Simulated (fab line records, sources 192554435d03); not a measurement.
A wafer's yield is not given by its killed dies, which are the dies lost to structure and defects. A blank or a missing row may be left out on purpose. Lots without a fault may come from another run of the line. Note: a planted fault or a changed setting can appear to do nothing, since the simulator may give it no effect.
Which tool did it? / flow n5_finfet / 10 lots, 30 wafers sampled, at 5 steps of a route of 1938

## WHAT EACH GAUGE READ, for each wafer
N5_HKMG_FIN_OVL_MEAS_50. Usual: NDIPOLE_OVL gives -0.1 nm (standard deviation 0.65).
lot=L993; measured=day 4 10:11; on=overlay-01; NDIPOLE_OVL (nm)=0.5 -0.1 -0.7; flag=
lot=L995; measured=day 5 14:47; on=overlay-02; NDIPOLE_OVL (nm)=0.4 -0.3 -0.4; flag=
lot=L997; measured=day 5 17:39; on=overlay-02; NDIPOLE_OVL (nm)=-0.5 -1.3 -0.5; flag=
lot=L999; measured=day 5 22:08; on=overlay-01; NDIPOLE_OVL (nm)=-0.7 -0.2 0.1; flag=
lot=L102; measured=day 6 14:48; on=overlay-02; NDIPOLE_OVL (nm)=-0.3 -0.9 -0.9; flag=
lot=L103; measured=day 7 07:01; on=overlay-02; NDIPOLE_OVL (nm)=0.6 0.3 0.4; flag=
lot=L106; measured=day 7 18:16; on=overlay-01; NDIPOLE_OVL (nm)=-0.3 -1.4 -0.2; flag=
lot=L110; measured=day 8 19:13; on=overlay-02; NDIPOLE_OVL (nm)=-0.2 0.3 -0.9; flag=
lot=L111; measured=day 9 01:39; on=overlay-02; NDIPOLE_OVL (nm)=0.1 0.1 1.6; flag=
lot=L112; measured=day 9 06:00; on=overlay-01; NDIPOLE_OVL (nm)=0.2 0.0 1.3; flag=

N5_HKMG_FIN_INSPECT_61: inspects for defects (macro). Usual: 2.2 for raw_defect_count, sd 1.4.
lot=L993; measured=day 4 10:13; on=defect_inspect-02; raw_defect_count=1 0 1; flag=
lot=L995; measured=day 5 14:49; on=defect_inspect-01; raw_defect_count=4 2 1; flag=
lot=L997; measured=day 5 17:41; on=defect_inspect-01; raw_defect_count=3 4 3; flag=
lot=L999; measured=day 5 22:10; on=defect_inspect-01; raw_defect_count=2 1 3; flag=
lot=L102; measured=day 6 14:49; on=defect_inspect-01; raw_defect_count=2 0 0; flag=
lot=L103; measured=day 7 07:02; on=defect_inspect-02; raw_defect_count=2 2 3; flag=
lot=L106; measured=day 7 18:17; on=defect_inspect-01; raw_defect_count=2 2 3; flag=
lot=L110; measured=day 8 19:14; on=defect_inspect-02; raw_defect_count=0 2 0; flag=
lot=L111; measured=day 9 01:41; on=defect_inspect-02; raw_defect_count=2 2 1; flag=
lot=L112; measured=day 9 06:02; on=defect_inspect-02; raw_defect_count=0 2 3; flag=

N5_BEOL_M4_RC_MEAS_101. Usual: DIBL_N 36.2 mV/V, standard deviation 1.2; DIBL_P 36.3 mV/V, standard deviation 1.3; IOFF_N 0.155 nA/um, standard deviation 0.019; IOFF_P 0.210 nA/um, standard deviation 0.029; ION_N 677 uA/um, standard deviation 8.6; ION_P 465 uA/um, standard deviation 6.8; SS_N 71.4 mV/dec, standard deviation 0.48; SS_P 73.2 mV/dec, standard deviation 0.53; VT_N 249.9 mV, standard deviation 2.4; VT_P -250 mV, standard deviation 3.2.
lot=L993; measured=day 7 20:34; on=prober-02; DIBL_N (mV/V)=35.9 35.5 35.7; DIBL_P (mV/V)=36.3 36.4 36.2; IOFF_N (nA/um)=0.161 0.155 0.155; IOFF_P (nA/um)=0.233 0.227 0.229; ION_N (uA/um)=680 690 681; ION_P (uA/um)=471 476 472; SS_N (mV/dec)=71.5 70.4 70.8; SS_P (mV/dec)=73.6 72.9 73.7; VT_N (mV)=247.7 246.8 246.7; VT_P (mV)=-247 -247 -248; flag=
lot=L995; measured=day 9 07:53; on=prober-02; DIBL_N (mV/V)=35.7 37.4 37.0; DIBL_P (mV/V)=36.0 38.4 37.4; IOFF_N (nA/um)=0.144 0.182 0.166; IOFF_P (nA/um)=0.215 0.245 0.222; ION_N (uA/um)=671 678 666; ION_P (uA/um)=463 469 464; SS_N (mV/dec)=71.6 70.9 71.0; SS_P (mV/dec)=73.4 74.0 73.7; VT_N (mV)=251.6 246.6 249.5; VT_P (mV)=-249 -247 -248; flag=
lot=L997; measured=day 10 00:17; on=prober-02; DIBL_N (mV/V)=35.7 34.8 33.7; DIBL_P (mV/V)=36.7 35.9 34.1; IOFF_N (nA/um)=0.176 0.147 0.128; IOFF_P (nA/um)=0.239 0.219 0.190; ION_N (uA/um)=682 680 681; ION_P (uA/um)=470 474 467; SS_N (mV/dec)=71.8 70.9 70.7; SS_P (mV/dec)=72.9 74.0 73.0; VT_N (mV)=251.2 250.3 250.1; VT_P (mV)=-250 -252 -250; flag=
lot=L999; measured=day 10 17:23; on=prober-02; DIBL_N (mV/V)=35.4 36.1 35.5; DIBL_P (mV/V)=35.1 35.5 35.5; IOFF_N (nA/um)=0.155 0.165 0.158; IOFF_P (nA/um)=0.235 0.245 0.257; ION_N (uA/um)=679 683 671; ION_P (uA/um)=473 477 474; SS_N (mV/dec)=71.8 71.8 71.6; SS_P (mV/dec)=73.3 73.4 73.4; VT_N (mV)=247.3 248.0 248.7; VT_P (mV)=-246 -244 -244; flag=
lot=L102; measured=day 11 13:34; on=prober-01; DIBL_N (mV/V)=35.5 37.7 35.9; DIBL_P (mV/V)=35.8 37.8 35.3; IOFF_N (nA/um)=0.165 0.204 0.152; IOFF_P (nA/um)=0.222 0.267 0.218; ION_N (uA/um)=687 678 678; ION_P (uA/um)=467 470 469; SS_N (mV/dec)=71.0 71.8 71.9; SS_P (mV/dec)=73.1 73.8 73.3; VT_N (mV)=245.4 246.3 252.4; VT_P (mV)=-249 -248 -250; flag=
lot=L103; measured=day 11 21:41; on=prober-01; DIBL_N (mV/V)=35.9 34.9 37.9; DIBL_P (mV/V)=36.1 34.8 38.3; IOFF_N (nA/um)=0.138 0.127 0.181; IOFF_P (nA/um)=0.197 0.173 0.234; ION_N (uA/um)=662 664 681; ION_P (uA/um)=462 461 466; SS_N (mV/dec)=71.7 71.5 72.2; SS_P (mV/dec)=73.6 72.1 73.4; VT_N (mV)=251.8 252.5 248.7; VT_P (mV)=-250 -252 -250; flag=
lot=L106; measured=day 12 01:39; on=prober-01; DIBL_N (mV/V)=37.0 36.3 36.7; DIBL_P (mV/V)=37.8 37.1 37.1; IOFF_N (nA/um)=0.187 0.175 0.172; IOFF_P (nA/um)=0.269 0.266 0.257; ION_N (uA/um)=680 696 686; ION_P (uA/um)=469 479 478; SS_N (mV/dec)=71.5 71.9 71.8; SS_P (mV/dec)=74.1 73.7 73.1; VT_N (mV)=245.6 247.8 245.8; VT_P (mV)=-244 -247 -246; flag=

## TOOL THAT RAN EACH LOT (tool first, then ch and the chambers of the sampled wafers, then the start)
lot=L993; N5_HKMG_FIN_ETCH_54=rie_diel-01 ch 0,2,3, day 4 10:28; N5_HKMG_FIN_STRIP_93=rie_diel-01 ch 0,2,3, day 4 11:09
lot=L995; N5_HKMG_FIN_ETCH_54=rie_diel-02 ch 0,1,2, day 5 14:53; N5_HKMG_FIN_STRIP_93=rie_diel-02 ch 0,1,2, day 5 15:35
lot=L997; N5_HKMG_FIN_ETCH_54=rie_diel-01 ch 1,2,3, day 5 17:57; N5_HKMG_FIN_STRIP_93=rie_diel-01 ch 1,2,3, day 5 18:38
lot=L999; N5_HKMG_FIN_ETCH_54=rie_diel-01 ch 0,1,2, day 5 22:15; N5_HKMG_FIN_STRIP_93=rie_diel-01 ch 0,1,2, day 5 22:57
lot=L102; N5_HKMG_FIN_ETCH_54=rie_diel-02 ch 0,1,2, day 6 14:53; N5_HKMG_FIN_STRIP_93=rie_diel-02 ch 0,1,2, day 6 15:35
lot=L103; N5_HKMG_FIN_ETCH_54=rie_diel-02 ch 0,1, day 7 07:06; N5_HKMG_FIN_STRIP_93=rie_diel-02 ch 0,1, day 7 07:47
lot=L106; N5_HKMG_FIN_ETCH_54=rie_diel-04 ch 0,1,3, day 7 18:23; N5_HKMG_FIN_STRIP_93=rie_diel-04 ch 0,1,3, day 7 19:04
lot=L110; N5_HKMG_FIN_ETCH_54=rie_diel-01 ch 1,3, day 8 19:19; N5_HKMG_FIN_STRIP_93=rie_diel-01 ch 1,3, day 8 20:01
lot=L111; N5_HKMG_FIN_ETCH_54=rie_diel-01 ch 0,1,3, day 9 01:45; N5_HKMG_FIN_STRIP_93=rie_diel-01 ch 0,1,3, day 9 02:26
lot=L112; N5_HKMG_FIN_ETCH_54=rie_diel-04 ch 0,2,3, day 9 06:06; N5_HKMG_FIN_STRIP_93=rie_diel-04 ch 0,2,3, day 9 06:47
- N5_HKMG_FIN_ETCH_54: etches SiARC in CF4, target depth 45.5 nm, time 75.8 s.
- N5_HKMG_FIN_STRIP_93: strips SOC in N2/H2, time 20 s.

## WHAT THE TOOLS THEMSELVES READ (means of the sampled wafers that have a number; where no wafer has one, the mark that the record gives instead)
N5_HKMG_FIN_ETCH_54. Usual: bias_w 35.99 W, standard deviation 0.11; cf4_flow_sccm 100.00 sccm, standard deviation 0.3; drypump_motor_current_A 5.5 A, standard deviation 0.39; etch_rf_on_time_s 75.4 s, standard deviation 1; oes_product_au 0.69 a.u., standard deviation 0.071; rf_vpp_V 184.7 V, standard deviation 1.1; showerhead_plenum_p_Torr 2.18 Torr, standard deviation 0.055; throttle_valve_pct 15.59 %, standard deviation 0.21.
lot=L993; tool=rie_diel-01; bias_w (W)=35.94; cf4_flow_sccm (sccm)=99.91; drypump_motor_current_A (A)=5.7; etch_rf_on_time_s (s)=74.5; oes_product_au (a.u.)=0.80; rf_vpp_V (V)=184.9; showerhead_plenum_p_Torr (Torr)=2.21; throttle_valve_pct (%)=15.30; flag=
lot=L995; tool=rie_diel-02; bias_w (W)=35.97; cf4_flow_sccm (sccm)=100.01; drypump_motor_current_A (A)=5.3; etch_rf_on_time_s (s)=75.6; oes_product_au (a.u.)=0.66; rf_vpp_V (V)=184.9; showerhead_plenum_p_Torr (Torr)=2.17; throttle_valve_pct (%)=15.75; flag=
lot=L997; tool=rie_diel-01; bias_w (W)=35.99; cf4_flow_sccm (sccm)=99.88; drypump_motor_current_A (A)=5.9; etch_rf_on_time_s (s)=74.9; oes_product_au (a.u.)=0.73; rf_vpp_V (V)=184.9; showerhead_plenum_p_Torr (Torr)=2.19; throttle_valve_pct (%)=15.43; flag=
lot=L999; tool=rie_diel-01; bias_w (W)=35.96; cf4_flow_sccm (sccm)=100.08; drypump_motor_current_A (A)=5.8; etch_rf_on_time_s (s)=74.9; oes_product_au (a.u.)=0.72; rf_vpp_V (V)=185.6; showerhead_plenum_p_Torr (Torr)=2.25; throttle_valve_pct (%)=15.43; flag=
lot=L102; tool=rie_diel-02; bias_w (W)=36.00; cf4_flow_sccm (sccm)=100.19; drypump_motor_current_A (A)=5.3; etch_rf_on_time_s (s)=75.5; oes_product_au (a.u.)=0.65; rf_vpp_V (V)=184.5; showerhead_plenum_p_Torr (Torr)=2.16; throttle_valve_pct (%)=15.75; flag=
lot=L103; tool=rie_diel-02; bias_w (W)=35.95; cf4_flow_sccm (sccm)=99.99; drypump_motor_current_A (A)=5.0; etch_rf_on_time_s (s)=75.2; oes_product_au (a.u.)=0.68; rf_vpp_V (V)=184.8; showerhead_plenum_p_Torr (Torr)=2.17; throttle_valve_pct (%)=15.85; flag=
lot=L106; tool=rie_diel-04; bias_w (W)=35.93; cf4_flow_sccm (sccm)=100.03; drypump_motor_current_A (A)=5.6; etch_rf_on_time_s (s)=75.4; oes_product_au (a.u.)=0.70; rf_vpp_V (V)=184.4; showerhead_plenum_p_Torr (Torr)=2.13; throttle_valve_pct (%)=15.61; flag=
lot=L110; tool=rie_diel-01; bias_w (W)=-; cf4_flow_sccm (sccm)=-; drypump_motor_current_A (A)=-; etch_rf_on_time_s (s)=-; oes_product_au (a.u.)=-; rf_vpp_V (V)=-; showerhead_plenum_p_Torr (Torr)=-; throttle_valve_pct (%)=-; flag=OFF
lot=L111; tool=rie_diel-01; bias_w (W)=-; cf4_flow_sccm (sccm)=-; drypump_motor_current_A (A)=-; etch_rf_on_time_s (s)=-; oes_product_au (a.u.)=-; rf_vpp_V (V)=-; showerhead_plenum_p_Torr (Torr)=-; throttle_valve_pct (%)=-; flag=OFF
lot=L112; tool=rie_diel-04; bias_w (W)=-; cf4_flow_sccm (sccm)=-; drypump_motor_current_A (A)=-; etch_rf_on_time_s (s)=-; oes_product_au (a.u.)=-; rf_vpp_V (V)=-; showerhead_plenum_p_Torr (Torr)=-; throttle_valve_pct (%)=-; flag=OFF

N5_HKMG_FIN_STRIP_93. Usual: drypump_motor_current_A 5.5 A, standard deviation 0.39; oes_product_au 0.81 a.u., standard deviation 0.084; rf_vpp_V 54.2 V, standard deviation 0.86; showerhead_plenum_p_Torr 3.42 Torr, standard deviation 0.088; throttle_valve_pct 18.9 %, standard deviation 0.31.
lot=L993; tool=rie_diel-01; drypump_motor_current_A (A)=5.7; oes_product_au (a.u.)=0.95; rf_vpp_V (V)=54.2; showerhead_plenum_p_Torr (Torr)=3.47; throttle_valve_pct (%)=18.6; flag=
lot=L995; tool=rie_diel-02; drypump_motor_current_A (A)=5.3; oes_product_au (a.u.)=0.77; rf_vpp_V (V)=55.3; showerhead_plenum_p_Torr (Torr)=3.41; throttle_valve_pct (%)=19.1; flag=
lot=L997; tool=rie_diel-01; drypump_motor_current_A (A)=5.9; oes_product_au (a.u.)=0.85; rf_vpp_V (V)=53.8; showerhead_plenum_p_Torr (Torr)=3.44; throttle_valve_pct (%)=18.8; flag=
lot=L999; tool=rie_diel-01; drypump_motor_current_A (A)=5.8; oes_product_au (a.u.)=0.84; rf_vpp_V (V)=54.6; showerhead_plenum_p_Torr (Torr)=3.52; throttle_valve_pct (%)=18.8; flag=
lot=L102; tool=rie_diel-02; drypump_motor_current_A (A)=5.3; oes_product_au (a.u.)=0.77; rf_vpp_V (V)=54.2; showerhead_plenum_p_Torr (Torr)=3.40; throttle_valve_pct (%)=19.1; flag=
lot=L103; tool=rie_diel-02; drypump_motor_current_A (A)=5.0; oes_product_au (a.u.)=0.80; rf_vpp_V (V)=54.4; showerhead_plenum_p_Torr (Torr)=3.42; throttle_valve_pct (%)=19.3; flag=
lot=L106; tool=rie_diel-04; drypump_motor_current_A (A)=5.6; oes_product_au (a.u.)=0.83; rf_vpp_V (V)=54.8; showerhead_plenum_p_Torr (Torr)=3.34; throttle_valve_pct (%)=19.0; flag=
lot=L110; tool=rie_diel-01; drypump_motor_current_A (A)=5.8; oes_product_au (a.u.)=0.82; rf_vpp_V (V)=53.7; showerhead_plenum_p_Torr (Torr)=3.34; throttle_valve_pct (%)=18.9; flag=
lot=L111; tool=rie_diel-01; drypump_motor_current_A (A)=5.6; oes_product_au (a.u.)=0.81; rf_vpp_V (V)=54.5; showerhead_plenum_p_Torr (Torr)=3.42; throttle_valve_pct (%)=18.9; flag=
lot=L112; tool=rie_diel-04; drypump_motor_current_A (A)=5.6; oes_product_au (a.u.)=0.80; rf_vpp_V (V)=53.7; showerhead_plenum_p_Torr (Torr)=3.37; throttle_valve_pct (%)=18.9; flag=

## THE ANSWER, worked out from the rows above alone
Rule: lot off if the mean of its wafers having a number is beyond 3 standard deviations from the usual mean. A lot without any number at a reading at which 4 lots or more have one is off too. The other lots that the step has rows for count as sound. Order of review: gauges by route order, followed by the tools' own readings, for which a lot's mean as printed above is used. At the first step where some lot is off, the reading lying furthest off is the one used; lots without a number count as furthest.
Off: L110, L111, L112, at N5_HKMG_FIN_ETCH_54 (bias_w). Without a number there: L110, L111, L112.
If a tool, at that step or one of the process steps before it, ran each lot that is off and ran no sound lot following the first of them, it fits. No candidate that was tried fits.

## WHAT THE SIMULATOR HAD INSERTED
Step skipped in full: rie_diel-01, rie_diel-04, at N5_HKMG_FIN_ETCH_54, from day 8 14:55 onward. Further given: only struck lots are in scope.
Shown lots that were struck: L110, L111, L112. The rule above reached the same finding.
